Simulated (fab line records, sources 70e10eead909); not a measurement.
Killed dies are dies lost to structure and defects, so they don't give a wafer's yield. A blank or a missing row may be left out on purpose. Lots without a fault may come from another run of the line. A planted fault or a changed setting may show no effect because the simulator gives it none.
Problem report in the 8D (eight disciplines) form, filled by code | flow nand_harc | the parts of the form that need people (team, actions taken, sign-off) are left out

1. THE PROBLEM
oes_product_au at NHARC_A_SGD_CUT_ETCH_58 reads a mean of 0.872 a.u. on 3 wafers of 2 lots; wafers without a fault read 1.001 a.u. with a standard deviation of 0.0089. That is -14 standard deviations from the usual mean.
The step: etches the open film in CF4, target depth 39 nm, time 65 s.
First seen on wafer L334.3, day 18 20:52, on rie_diel-08. The record holds 33 wafers of 11 lots with a number at this step. Rule for "out", or "out of limits": more than 4 standard deviations from the usual mean. The other wafers with a number count as sound.

2. WHAT IT IS AND WHAT IT IS NOT
question                    | is                     | is not
which readings at this step | oes_product_au         | bias_w, drypump_motor_current_A, rf_vpp_V, showerhead_plenum_p_Torr
which lots                  | L334, L335             | L316, L317, L318, L321, L322, L323, L325, L326, L328
which wafers of those lots  | L334.3, L334.5, L335.3 | L334.6, L335.2, L335.6
read on which tools         | rie_diel-08            | rie_diel-04, rie_diel-09
when                        | from day 18 20:52      | up to then (28 sound wafers); but 2 sound wafers of L335 came after

3. SUSPECTS, AND WHAT RULES EACH OUT
Counting: a tool at a process step up to the reading stays a suspect if it ran every lot that is out. Sound lots after the first of them don't rule it out here, since some wafers of a struck lot are sound.
- rie_diel-08 at NHARC_A_SGD_CUT_ETCH_58 (etches the open film in CF4, target depth 39 nm, time 65 s): kept. It ran every lot that is out, first L334 (day 18 20:52); its last sound lot up to then is L325 (day 16 10:09). Its own readings are out on those wafers: oes_product_au.
- Within rie_diel-08 at NHARC_A_SGD_CUT_ETCH_58: the wafers that are out ran in chamber 0; their sound lot-mates ran in chambers 1, 3.
Left after counting: rie_diel-08 at NHARC_A_SGD_CUT_ETCH_58.

4. THE CAUSE (what the simulator had put in)
Process parameter drift: rie_diel-08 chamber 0, from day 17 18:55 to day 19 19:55, at NHARC_A_SGD_CUT_ETCH_58. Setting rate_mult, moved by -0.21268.
Counting left only this tool.

5. THE CHAIN OF EFFECTS, in route order
Each row: a reading whose mean over the struck wafers that have a number lies more than 3 standard deviations from the usual. Only readings for which the record gives a usual standard deviation are gone through. hours: the time from each lot's start at the first step in this table that gives one to its start at this step, as a median over the lots. sigmas: the change in usual standard deviations.
hours | step                    | reading        | usual      | on struck wafers | change | sigmas
0     | NHARC_A_SGD_CUT_ETCH_58 | oes_product_au | 1.001 a.u. | 0.872            | -0.129 | -14
The process steps in it:
- NHARC_A_SGD_CUT_ETCH_58: etches the open film in CF4, target depth 39 nm, time 65 s.

6. WHAT WOULD HAVE CAUGHT IT SOONER
In this record the first reading out of limits was taken at day 18 20:52, 26 hours after the fault began at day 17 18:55.
